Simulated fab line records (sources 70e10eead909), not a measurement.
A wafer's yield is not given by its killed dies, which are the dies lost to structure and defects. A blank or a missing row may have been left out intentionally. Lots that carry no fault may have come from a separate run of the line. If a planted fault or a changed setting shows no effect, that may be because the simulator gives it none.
Chamber matching -- flow nand_harc -- 4 sister chambers for NHARC_A_CHANNEL_FILL_D1_STRIP_28 on rie_diel-03
The step strips in O2, time 20 s. 4 wafers are shown with their chamber, then 8 later ones without.

== WAFERS, EACH WITH ITS CHAMBER ==
wafer,chamber,drypump_motor_current_A (A)
L088.5,1,5.72
L090.2,2,5.29
L090.6,3,5.88
L091.2,0,5.57

== WAFERS WITHOUT THEIR CHAMBER ==
wafer,drypump_motor_current_A (A)
L091.3,5.29
L091.6,5.73
L094.1,5.56
L094.2,5.33
L094.3,5.89
L095.2,5.74
L095.3,5.32
L095.6,5.73

== WHICH CHAMBER EACH ONE RAN IN ==
wafer,from the rows above,in truth
L091.3,2,2
L091.6,1,1
L094.1,0,0
L094.2,2,2
L094.3,3,3
L095.2,1,1
L095.3,2,2
L095.6,1,1
Correctly placed: 8 of 8. Left unplaced by these rows: 0. Placed wrongly: 0.
How it was worked out, from the rows above alone: a wafer's distance from a chamber is the root of the sum, over the readings, of the square of ((its reading less the chamber's mean) divided by the reading's scatter). If the next closest chamber is less than 2 further off than the closest, the wafer can't be placed; otherwise it belongs to the closest. For every chamber, the mean is computed from those of its wafers that are shown. The scatter: root of mean squared gap, hidden wafer to nearest shown wafer, with one shown wafer a chamber.
